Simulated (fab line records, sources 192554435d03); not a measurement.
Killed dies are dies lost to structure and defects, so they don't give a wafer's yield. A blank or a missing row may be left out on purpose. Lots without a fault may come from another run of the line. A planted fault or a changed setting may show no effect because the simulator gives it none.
fab line records | flow n5_finfet
record lots=7 wafers=21
route steps=1938 shown BEOL_M0_SAQP@693 BEOL_M1@757 BEOL_M2@873 BEOL_M3@958
start_h: hours from the record's first day to the start of the lot's first wafer shown | wait_h: hours since the lot's step before | " the same as in the row above | L1.1+2: a row that stands for several wafers | - no value, or no start given | * or withheld: withheld | < > ~ a bound
route shown NAME@n: a module of which the file shows steps, and the number in the route of the first | usual: mean/standard deviation of fault-free wafers | same: alike in all rows | chamber/n: place in a boat | sites: the reading at each site | _std_site: their standard deviation | _edge_site: outer sites' mean less inner sites' | radius_mm: how far each site lies from the wafer's centre | mask NAME#n: copy n | behind: the tool/chamber that last shaped the wafer | hold: why the lot was held/for how many hours/how that ended | device: the transistor (n, p or np) that didn't switch | end of line: the same wafers' tests at the end of the route | a step without rows: its recipe alone | killed: dies lost to structure and defects at the first sort, not the wafer's yield | map: a wafer's dies, x killed, . not, _ none there
set.NAME: the setting as run; set.NAME@STEP: as run at that earlier step | model.NAME: the simulator's own value behind a step, which no gauge read
lots whose settings were changed on purpose; a table a step, a row a wafer
## steps
# step N5_BEOL_M0_SAQP_ETCH_88
# recipe chemistry=N2/H2 target=underlayer target_depth_a=65 time_s=5.2 ion_energy_ev=200 mask_material=CAR-EUV pressure_mtorr=30 source_w=840 bias_w=150 n2_flow_sccm=200 h2_flow_sccm=200 ends=cleared
# usual rf_vpp_V=524.1/2.3
# columns lot.wafer tool chamber start_h wait_h set.source_w set.dose_mj@BEOL_M0_SAQP_EXPOSE_37 rf_vpp_V model.BEOL_M0_SAQP.cd_nm
L079.4 rie_diel-01 0 150.98 0.0 840 42.44 525.6 28.8
L079.5 " 1 " " 840 42.44 525.0 29
L079.6 " 2 " " 840 44.75 523.2 30.4
L089.1 rie_diel-05 1 207.97 0.0 840 44.75 524.1 30.4
L089.2 " 3 " " 840 44.75 523.6 30.2
L089.3 " 2 " " 840 44.75 521.4 30
L090.1 rie_diel-05 0 218.10 0.0 760.1 41.48 546.3 28.4
L090.2 " 3 " " 760.1 44.75 540.7 30
L090.3 " 2 " " 760.1 44.75 539.4 30
L092.1 rie_diel-01 0 221.69 0.0 986.5 45.63 495.0 30.4
L092.2 " 1 " " 840 44.75 524.0 30.2
L092.4 " 3 " " 986.5 45.63 494.2 30.6
L091.2 rie_diel-01 3 222.71 0.0 840 44.75 519.8 30
L091.4 " 2 " " 840 44.75 522.1 30.4
L091.6 " 0 " " 840 44.75 523.7 30
L093.3 rie_diel-05 3 225.55 0.0 840 44.75 522.8 30.2
L093.5 " 2 " " 840 45.85 523.7 30.6
L093.6 " 3 " " 840 45.85 524.4 30.6
L095.2 rie_diel-05 3 250.65 0.0 949.8 44.75 501.6 30
L095.3 " 1 " " 840 44.75 524.6 30
L095.4 " 0 " " 949.8 44.75 506.9 29.8
# step N5_BEOL_M0_SAQP_ETCH_73
# recipe chemistry=CF4 target=SiARC target_depth_a=195 mask_material=CAR-EUV time_s=32.5 ion_energy_ev=80 pressure_mtorr=40 source_w=545 bias_w=36 Ar_flow_sccm=100 cf4_flow_sccm=100 ends=cleared
# columns lot.wafer tool chamber start_h wait_h set.dose_mj@BEOL_M0_SAQP_EXPOSE_37 model.BEOL_M0_SAQP.cd_nm
L079.4+5 rie_diel-01 0,1 151.00 0.0 42.44 28.8
L079.6 " 2 " " 44.75 30.2
L089.1+2 rie_diel-05 1,3 207.99 0.0 44.75 30.4
L089.3 " 2 " " 44.75 30.2
L090.1 rie_diel-05 0 218.11 0.0 41.48 28.2
L090.2 " 3 " " 44.75 29.8
L090.3 " 2 " " 44.75 30
L092.1 rie_diel-01 0 221.71 0.0 45.63 30.4
L092.2 " 1 " " 44.75 30
L092.4 " 3 " " 45.63 30.6
L091.2+6 rie_diel-01 3,0 222.73 0.0 44.75 30
L091.4 " 2 " " 44.75 30.4
L093.3 rie_diel-05 3 225.57 0.0 44.75 30
L093.5+6 " 2,3 " " 45.85 30.6
L095.2+3 rie_diel-05 3,1 250.67 0.0 44.75 30
L095.4 " 0 " " 44.75 29.8
# step N5_BEOL_M0_SAQP_CUT_ETCH_46
# recipe chemistry=N2/H2 target=SOC target_depth_a=1350 overetch_a=270 temp_c=40 time_s=202.5 ion_energy_ev=200 mask_material=SiARC pressure_mtorr=30 source_w=840 bias_w=150 n2_flow_sccm=200 h2_flow_sccm=200
# columns lot.wafer tool chamber start_h wait_h set.dose_mj@BEOL_M0_SAQP_EXPOSE_37 model.BEOL_M0_SAQP.cd_nm
L079.4 rie_diel-01 0 151.03 0.0 42.44 29.2
L079.5 " 1 " " 42.44 28.6
L079.6 " 2 " " 44.75 30.6
L089.1+2+3 rie_diel-05 1,3,2 208.02 0.0 44.75 30.2
L090.1 rie_diel-05 0 218.14 0.0 41.48 28.4
L090.2 " 3 " " 44.75 29.6
L090.3 " 2 " " 44.75 29.8
L092.1 rie_diel-01 0 221.74 0.0 45.63 31
L092.2 " 1 " " 44.75 29.8
L092.4 " 3 " " 45.63 30.6
L091.2 rie_diel-01 3 222.76 0.0 44.75 30
L091.4+6 " 2,0 " " 44.75 30.4
L093.3 rie_diel-05 3 225.60 0.0 44.75 29.8
L093.5+6 " 2,3 " " 45.85 30.4
L095.2 rie_diel-05 3 250.70 0.0 44.75 30
L095.3 " 1 " " 44.75 30.4
L095.4 " 0 " " 44.75 30.2
# step N5_BEOL_M1_COAT_73
# recipe resist=underlayer temp_c=205 time_s=60 spin_rpm=1500 resist_thk_nm=5
# columns lot.wafer tool chamber start_h wait_h set.spin_rpm
L079.4+5 litho_track-02 0 - - 1500
L079.6 " 0 " " 1440
L089.1+3 litho_track-02 0 - - 1500
L089.2 " 0 " " 1356
L090.1+3 litho_track-02 0 - - 1500
L090.2 " 0 " " 1591
L092.1 litho_track-04 0 - - 1500
L092.2+4 " 0 " " 1652
L091.2+4+6 litho_track-01 0 - - 1500
L093.3+5+6 litho_track-01 0 - - 1500
L095.2+3+4 litho_track-02 0 - - 1500
# step N5_BEOL_M1_EXPOSE_08
# recipe mask_id=M1 na=0.33 source_shape=dipole sigma_inner=0.369 sigma_outer=0.767 polarization=unpolarized dose_mj=33
# columns lot.wafer tool chamber start_h wait_h mask set.dose_mj
L079.4+6 euv_scanner-01 0 158.72 - M1#0 34.4
L079.5 " 0 " " M1#0 33
L089.1+3 euv_scanner-01 0 214.69 - M1#0 30.57
L089.2 " 0 " " M1#0 33
L090.1+3 euv_scanner-01 0 226.97 - M1#0 32.18
L090.2 " 0 " " M1#0 33
L092.1+2 euv_scanner-01 0 233.14 - M1#0 33
L092.4 " 0 " " M1#0 31.63
L091.2+4+6 euv_scanner-01 0 236.85 - M1#0 33
L093.3 euv_scanner-01 0 236.95 - M1#0 35.29
L093.5+6 " 0 " " M1#0 33
L095.2+3+4 euv_scanner-02 0 262.55 - M1#0 33
# step N5_BEOL_M1_PEB_09
# recipe peb_temp_c=100 peb_time_s=60 resist=CAR-EUV
# step N5_BEOL_M1_DEVELOP_10
# recipe develop_time_s=30 developer=TMAH resist=CAR-EUV rinse_liquid=surfactant_rinse dry=air_spin dev_temp_c=23
# step N5_BEOL_M1_CD_MEAS_11
# recipe target_cd_nm=17.05 landing_energy_ev=500 detector=se_inlens polarity=opening
# usual cd_nm=17.10/0.23
# columns lot.wafer tool chamber start_h wait_h set.dose_mj@BEOL_M1_EXPOSE_08 cd_nm
L079.4 cd_sem-03 0 158.83 - 34.4 17.82
L079.5 " 0 " " 33 17.03
L079.6 " 0 " " 34.4 17.83
L089.1 cd_sem-02 0 214.82 - 30.57 15.67
L089.2 " 0 " " 33 16.62
L089.3 " 0 " " 30.57 15.47
L090.1 cd_sem-01 0 227.10 - 32.18 16.63
L090.2 " 0 " " 33 17.01
L090.3 " 0 " " 32.18 16.10
L092.1 cd_sem-01 0 233.27 - 33 16.93
L092.2 " 0 " " 33 16.86
L092.4 " 0 " " 31.63 16.51
L091.2 cd_sem-02 0 236.97 - 33 17.05
L091.4 " 0 " " 33 16.82
L091.6 " 0 " " 33 17.09
L093.3 cd_sem-02 0 237.07 - 35.29 18.35
L093.5 " 0 " " 33 17.22
L093.6 " 0 " " 33 16.66
L095.2 cd_sem-01 0 262.67 - 33 17.29
L095.3 " 0 " " 33 17.18
L095.4 " 0 " " 33 17.16
# step N5_BEOL_M1_DESCUM_16
# recipe chemistry=O2 time_s=7 source_power_w=50 bias_power_w=20 pressure_mtorr=20 rf_frequency_hz=2.712e+07 temp_c=40 resist=CAR-EUV o2_flow_sccm=225
# step N5_BEOL_M1_ETCH_74
# recipe chemistry=N2/H2 target=underlayer target_depth_a=65 mask_material=CAR-EUV time_s=5.2 ion_energy_ev=200 pressure_mtorr=30 source_w=840 bias_w=150 n2_flow_sccm=200 h2_flow_sccm=200 ends=cleared
# columns lot.wafer tool chamber start_h wait_h set.spin_rpm@BEOL_M1_COAT_73 set.dose_mj@BEOL_M1_EXPOSE_08 model.BEOL_M1.cd_offset_nm model.etch.depth_nm
L079.4 rie_diel-01 0 158.98 0.0 1500 34.4 1 5
L079.5 " 0 " " 1500 33 0.2 4.997
L079.6 " 3 " " 1440 34.4 0.8 5.091
L089.1 rie_diel-04 2 215.13 0.0 1500 30.57 -1.6 5.008
L089.2 " 1 " " 1356 33 -0.2 5.253
L089.3 " 3 " " 1500 30.57 -1.6 5.004
L090.1 rie_diel-04 2 227.25 0.0 1500 32.18 -0.4 4.993
L090.2 " 3 " " 1591 33 0 4.849
L090.3 " 1 " " 1500 32.18 -0.2 4.992
L092.1 rie_diel-01 1 233.42 0.0 1500 33 0.2 4.994
L092.2 " 2 " " 1652 33 0 4.777
L092.4 " 3 " " 1652 31.63 -0.8 4.76
L091.2 rie_diel-05 3 237.28 0.0 1500 33 -0.4 5.005
L091.4 " 1 " " 1500 33 0 4.986
L091.6 " 2 " " 1500 33 0 5.003
L093.3 rie_diel-05 2 237.50 0.0 1500 35.29 1.2 5.033
L093.5 " 0 " " 1500 33 -0.2 5.021
L093.6 " 3 " " 1500 33 -0.4 5.023
L095.2 rie_diel-05 0 262.97 0.0 1500 33 0 4.989
L095.3 " 1 " " 1500 33 0.2 4.985
L095.4 " 3 " " 1500 33 0 4.977
# step N5_BEOL_M1_ETCH_63
# recipe chemistry=CF4 target=SiARC target_depth_a=156 mask_material=CAR-EUV time_s=26 ion_energy_ev=80 pressure_mtorr=40 source_w=545 bias_w=36 Ar_flow_sccm=100 cf4_flow_sccm=100 ends=cleared
# columns lot.wafer tool chamber start_h wait_h set.dose_mj@BEOL_M1_EXPOSE_08 model.BEOL_M1.cd_offset_nm
L079.4 rie_diel-01 0 159.00 0.0 34.4 1
L079.5 " 0 " " 33 0.2
L079.6 " 3 " " 34.4 0.6
L089.1+3 rie_diel-04 2,3 215.15 0.0 30.57 -1.6
L089.2 " 1 " " 33 -0.4
L090.1+3 rie_diel-04 2,1 227.27 0.0 32.18 -0.4
L090.2 " 3 " " 33 0.2
L092.1 rie_diel-01 1 233.44 0.0 33 0.2
L092.2 " 2 " " 33 0
L092.4 " 3 " " 31.63 -0.8
L091.2 rie_diel-05 3 237.29 0.0 33 -0.2
L091.4+6 " 1,2 " " 33 0
L093.3 rie_diel-05 2 237.52 0.0 35.29 1.2
L093.5 " 0 " " 33 -0.2
L093.6 " 3 " " 33 -0.4
L095.2 rie_diel-05 0 262.99 0.0 33 0
L095.3+4 " 1,3 " " 33 0.2
# step N5_BEOL_M1_ETCH_64
# recipe chemistry=N2/H2 target=SOC target_depth_a=750 overetch_a=150 mask_material=SiARC temp_c=40 time_s=112.5 ion_energy_ev=200 pressure_mtorr=30 source_w=840 bias_w=150 n2_flow_sccm=200 h2_flow_sccm=200
# columns lot.wafer tool chamber start_h wait_h set.dose_mj@BEOL_M1_EXPOSE_08 model.BEOL_M1.cd_offset_nm
L079.4 rie_diel-01 0 159.03 0.0 34.4 1
L079.5 " 0 " " 33 0
L079.6 " 3 " " 34.4 0.2
L089.1+3 rie_diel-04 2,3 215.18 0.0 30.57 -1.4
L089.2 " 1 " " 33 -0.4
L090.1 rie_diel-04 2 227.30 0.0 32.18 -0.4
L090.2 " 3 " " 33 0
L090.3 " 1 " " 32.18 -0.2
L092.1+2 rie_diel-01 1,2 233.47 0.0 33 0.2
L092.4 " 3 " " 31.63 -1
L091.2 rie_diel-05 3 237.32 0.0 33 -0.4
L091.4+6 " 1,2 " " 33 0
L093.3 rie_diel-05 2 237.55 0.0 35.29 1
L093.5 " 0 " " 33 -0.2
L093.6 " 3 " " 33 -0.8
L095.2+3 rie_diel-05 0,1 263.02 0.0 33 0.2
L095.4 " 3 " " 33 0
# step N5_BEOL_M1_STRIP_65
# recipe chemistry=N2/H2 temp_c=40 n2_flow_sccm=200 h2_flow_sccm=200 rf_frequency_hz=6e+07
# step N5_BEOL_M1_STRIP_75
# recipe chemistry=N2/H2 temp_c=40 n2_flow_sccm=200 h2_flow_sccm=200 rf_frequency_hz=6e+07
# step N5_BEOL_M1_PRECLEAN_42
# recipe chemistry=residue_remover time_s=60 temp_c=40
# step N5_BEOL_M1_SRD_43
# recipe time_s=30 temp_c=23 rinse_liquid=diw dry=ipa_marangoni
# step N5_BEOL_M1_CD_MEAS_35
# recipe target_cd_nm=18 target_cd_y_nm=21 polarity=opening
# usual cd_nm=18.0/0.35
# columns lot.wafer tool chamber start_h wait_h set.dose_mj@BEOL_M1_EXPOSE_08 cd_nm
L079.4 cd_sem-03 - 176.36 0.0 34.4 19.0
L079.5 " - " " 33 18.3
L079.6 " - " " 34.4 18.4
L089.1 cd_sem-01 - 219.74 0.0 30.57 16.6
L089.2 " - " " 33 17.7
L089.3 " - " " 30.57 16.6
L090.1 cd_sem-01 - 232.98 0.0 32.18 17.9
L090.2 " - " " 33 18.1
L090.3 " - " " 32.18 17.7
L092.1 cd_sem-02 - 237.11 0.0 33 18.1
L092.2 " - " " 33 18.3
L092.4 " - " " 31.63 17.0
L091.2 cd_sem-03 - 240.80 0.0 33 17.4
L091.4 " - " " 33 17.6
L091.6 " - " " 33 18.1
L093.3 cd_sem-02 - 240.81 0.0 35.29 18.5
L093.5 " - " " 33 17.6
L093.6 " - " " 33 16.9
L095.2 cd_sem-01 - 266.05 0.0 33 18.1
L095.3 " - " " 33 18.0
L095.4 " - " " 33 18.1
# step N5_BEOL_M2_EXPOSE_25
# recipe mask_id=V1 na=0.33 source_shape=quasar sigma_inner=0.2 sigma_outer=0.8 polarization=unpolarized defocus_nm=5 dose_mj=63
# columns lot.wafer tool chamber start_h wait_h mask set.dose_mj
L079.4+5 euv_scanner-02 0 183.39 - V1#0 63
L079.6 " 0 " " V1#0 65.5
L089.1+2 euv_scanner-02 0 227.47 - V1#0 63
L089.3 " 0 " " V1#0 67.59
L090.1 euv_scanner-02 0 239.05 - V1#0 67.19
L090.2+3 " 0 " " V1#0 63
L092.1+4 euv_scanner-01 0 242.65 - V1#0 63
L092.2 " 0 " " V1#0 60.8
L091.2+4+6 euv_scanner-01 0 246.83 - V1#0 63
L093.3 euv_scanner-01 0 250.09 - V1#0 63
L093.5+6 " 0 " " V1#0 59.93
L095.2+3 euv_scanner-02 0 272.01 - V1#0 64.36
L095.4 " 0 " " V1#0 63
# step N5_BEOL_M2_PEB_26
# recipe peb_temp_c=100 peb_time_s=60 resist=CAR-EUV
# step N5_BEOL_M2_DEVELOP_27
# recipe develop_time_s=30 developer=TMAH resist=CAR-EUV rinse_liquid=surfactant_rinse dry=air_spin dev_temp_c=23
# step N5_BEOL_M2_CD_MEAS_28
# recipe target_cd_nm=26.2 landing_energy_ev=500 detector=se_inlens target_cd_y_nm=24.1 polarity=opening
# usual cd_nm=26.15/0.24
# columns lot.wafer tool chamber start_h wait_h set.dose_mj@BEOL_M2_EXPOSE_25 cd_nm
L079.4 cd_sem-02 0 183.51 - 63 26.14
L079.5 " 0 " " 63 26.17
L079.6 " 0 " " 65.5 27.07
L089.1 cd_sem-01 0 227.61 - 63 26.37
L089.2 " 0 " " 63 26.00
L089.3 " 0 " " 67.59 27.39
L090.1 cd_sem-02 0 239.20 - 67.19 27.61
L090.2 " 0 " " 63 26.42
L090.3 " 0 " " 63 26.25
L092.1 cd_sem-03 0 242.79 - 63 26.16
L092.2 " 0 " " 60.8 25.73
L092.4 " 0 " " 63 26.24
L091.2 cd_sem-02 0 246.96 - 63 26.21
L091.4 " 0 " " 63 25.68
L091.6 " 0 " " 63 26.38
L093.3 cd_sem-03 0 250.22 - 63 26.09
L093.5 " 0 " " 59.93 24.90
L093.6 " 0 " " 59.93 25.43
L095.2 cd_sem-01 0 272.14 - 64.36 26.40
L095.3 " 0 " " 64.36 26.62
L095.4 " 0 " " 63 26.19
# step N5_BEOL_M2_DESCUM_33
# recipe chemistry=O2 time_s=7 source_power_w=50 bias_power_w=20 pressure_mtorr=20 rf_frequency_hz=2.712e+07 temp_c=40 resist=CAR-EUV o2_flow_sccm=225
# columns lot.wafer tool chamber start_h wait_h set.time_s model.CAR-EUV_of_BEOL_M2_COAT_22.thk_nm
L079.4+5+6 rie_diel-06 3,1,2 183.65 0.1 6.178 26.4
L089.1 rie_diel-03 2 227.74 0.0 7.675 25.8
L089.2+3 " 0,1 " " 7 26.2
L090.1 rie_diel-02 2 239.33 0.0 7.816 25.6
L090.2 " 3 " " 7.816 25.8
L090.3 " 0 " " 7 26.2
L092.1 rie_diel-06 0 242.92 0.0 5.632 26.8
L092.2+4 " 2,1 " " 7 26.2
L091.2 rie_diel-02 2 247.09 0.0 7 26.2
L091.4+6 " 3,1 " " 7 26.4
L093.3+6 rie_diel-03 2,0 250.53 0.2 7 26.2
L093.5 " 1 " " 7.582 26
L095.2 rie_diel-03 2 272.27 0.0 6.139 26.6
L095.3+4 " 3,1 " " 7 26.2
# step N5_BEOL_M2_ETCH_77
# recipe chemistry=N2/H2 target=underlayer target_depth_a=65 mask_material=CAR-EUV time_s=5.2 ion_energy_ev=200 pressure_mtorr=30 source_w=840 bias_w=150 n2_flow_sccm=200 h2_flow_sccm=200 ends=cleared
# columns lot.wafer tool chamber start_h wait_h set.time_s@BEOL_M2_DESCUM_33 model.CAR-EUV_of_BEOL_M2_COAT_22.thk_nm
L079.4 rie_diel-06 3 183.69 0.0 6.178 20.6
L079.5+6 " 1,2 " " 6.178 20.8
L089.1 rie_diel-03 2 227.77 0.0 7.675 20
L089.2 " 0 " " 7 20.4
L089.3 " 1 " " 7 20.6
L090.1+2 rie_diel-02 2,3 239.36 0.0 7.816 20
L090.3 " 0 " " 7 20.4
L092.1 rie_diel-06 0 242.95 0.0 5.632 21
L092.2 " 2 " " 7 20.6
L092.4 " 1 " " 7 20.4
L091.2 rie_diel-02 2 247.12 0.0 7 20.4
L091.4+6 " 3,1 " " 7 20.6
L093.3+6 rie_diel-03 2,0 250.57 0.0 7 20.4
L093.5 " 1 " " 7.582 20.2
L095.2 rie_diel-03 2 272.30 0.0 6.139 20.8
L095.3 " 3 " " 7 20.4
L095.4 " 1 " " 7 20.6
# step N5_BEOL_M2_ETCH_69
# recipe chemistry=CF4 target=SiARC target_depth_a=156 mask_material=CAR-EUV time_s=26 ion_energy_ev=80 pressure_mtorr=40 source_w=545 bias_w=36 Ar_flow_sccm=100 cf4_flow_sccm=100 ends=cleared
# step N5_BEOL_M2_ALD_98
# recipe material=SiO2 target_thk_a=25 temp_c=100 ald_precursor_family=BDEAS ald_co_reactant=O2-plasma pulse_time_s=1 co_reactant_pulse_time_s=1 purge_time_s=2 co_reactant_purge_time_s=2 ald_cycles=17 pressure_torr=2
# step N5_BEOL_M2_ETCHBACK_99
# recipe chemistry=CHF3 target=SiO2 target_depth_a=50 time_s=10.4 source_w=215 bias_w=47 Ar_flow_sccm=200 CHF3_flow_sccm=12 ion_energy_ev=100 pressure_mtorr=30
# columns lot.wafer tool chamber start_h wait_h set.time_s@BEOL_M2_DESCUM_33 model.CAR-EUV_of_BEOL_M2_COAT_22.thk_nm
L079.4+5+6 rie_diel-06 3,2,1 188.87 4.8 6.178 10.8
L089.1 rie_diel-06 3 236.94 8.9 7.675 10.2
L089.2+3 " 0,1 " " 7 10.6
L090.1+2 rie_diel-03 3,1 244.92 4.9 7.816 10
L090.3 " 0 " " 7 10.6
L092.1 rie_diel-03 2 248.61 5.4 5.632 11.2
L092.2+4 " 1,3 " " 7 10.6
L093.3 rie_diel-03 3 252.41 1.7 7 10.4
L093.5 " 1 " " 7.582 10.4
L093.6 " 2 " " 7 10.6
L091.2 rie_diel-02 1 257.70 10.2 7 10.4
L091.4+6 " 2,3 " " 7 10.6
L095.2 rie_diel-02 3 273.81 1.3 6.139 10.8
L095.3+4 " 1,2 " " 7 10.6
# step N5_BEOL_M3_COAT_68
# recipe resist=SiARC temp_c=220 time_s=60 spin_rpm=1500 resist_thk_nm=12
# columns lot.wafer tool chamber start_h wait_h set.spin_rpm model.SiARC_of_BEOL_M3_COAT_68.thk_nm
L079.4+6 litho_track-04 0 - - 1500 12
L079.5 " 0 " " 1607 11.6
L089.1+3 litho_track-01 0 - - 1393 12.4
L089.2 " 0 " " 1500 12
L090.1 litho_track-01 0 - - 1569 11.8
L090.2+3 " 0 " " 1500 12
L092.1 litho_track-01 0 - - 1409 12.4
L092.2+4 " 0 " " 1500 12
L093.3+5 litho_track-04 0 - - 1647 11.4
L093.6 " 0 " " 1500 12
L091.2+4+6 litho_track-03 0 - - 1500 12
L095.2 litho_track-01 0 - - 1500 12
L095.3+4 " 0 " " 1336 12.8
## key
split step=N5_BEOL_M0_SAQP_ETCH_88 setting=source_w stated=840 by=wafer
response step=N5_BEOL_M0_SAQP_ETCH_88 reading=rf_vpp_V change=-1.64 per=1% r=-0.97
split step=N5_BEOL_M1_COAT_73 setting=spin_rpm stated=1500 by=wafer
response step=N5_BEOL_M1_ETCH_74 reading=model.etch.depth_nm change=-0.0238 per=1% r=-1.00
split step=N5_BEOL_M1_EXPOSE_08 setting=dose_mj stated=33 by=wafer
response step=N5_BEOL_M1_CD_MEAS_11 reading=cd_nm change=+0.168 per=1% r=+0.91
response step=N5_BEOL_M1_ETCH_74 reading=model.BEOL_M1.cd_offset_nm change=+0.196 per=1% r=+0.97
response step=N5_BEOL_M1_ETCH_63 reading=model.BEOL_M1.cd_offset_nm change=+0.188 per=1% r=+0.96
response step=N5_BEOL_M1_ETCH_64 reading=model.BEOL_M1.cd_offset_nm change=+0.181 per=1% r=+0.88
response step=N5_BEOL_M1_CD_MEAS_35 reading=cd_nm change=+0.169 per=1% r=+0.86
split step=N5_BEOL_M2_EXPOSE_25 setting=dose_mj stated=63 by=wafer
response step=N5_BEOL_M2_CD_MEAS_28 reading=cd_nm change=+0.181 per=1% r=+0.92
split step=N5_BEOL_M2_DESCUM_33 setting=time_s stated=7 by=wafer
response step=N5_BEOL_M2_DESCUM_33 reading=model.CAR-EUV_of_BEOL_M2_COAT_22.thk_nm change=-0.0337 per=1% r=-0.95
response step=N5_BEOL_M2_ETCH_77 reading=model.CAR-EUV_of_BEOL_M2_COAT_22.thk_nm change=-0.0296 per=1% r=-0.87
response step=N5_BEOL_M2_ETCHBACK_99 reading=model.CAR-EUV_of_BEOL_M2_COAT_22.thk_nm change=-0.0311 per=1% r=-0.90
split step=N5_BEOL_M3_COAT_68 setting=spin_rpm stated=1500 by=wafer
response step=N5_BEOL_M3_COAT_68 reading=model.SiARC_of_BEOL_M3_COAT_68.thk_nm change=-0.0631 per=1% r=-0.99
split outside_this_file step=N5_BEOL_M0_SAQP_EXPOSE_37 setting=dose_mj
# split outside_this_file: this setting was split too, and the file shows its column; the key of that split is in another file
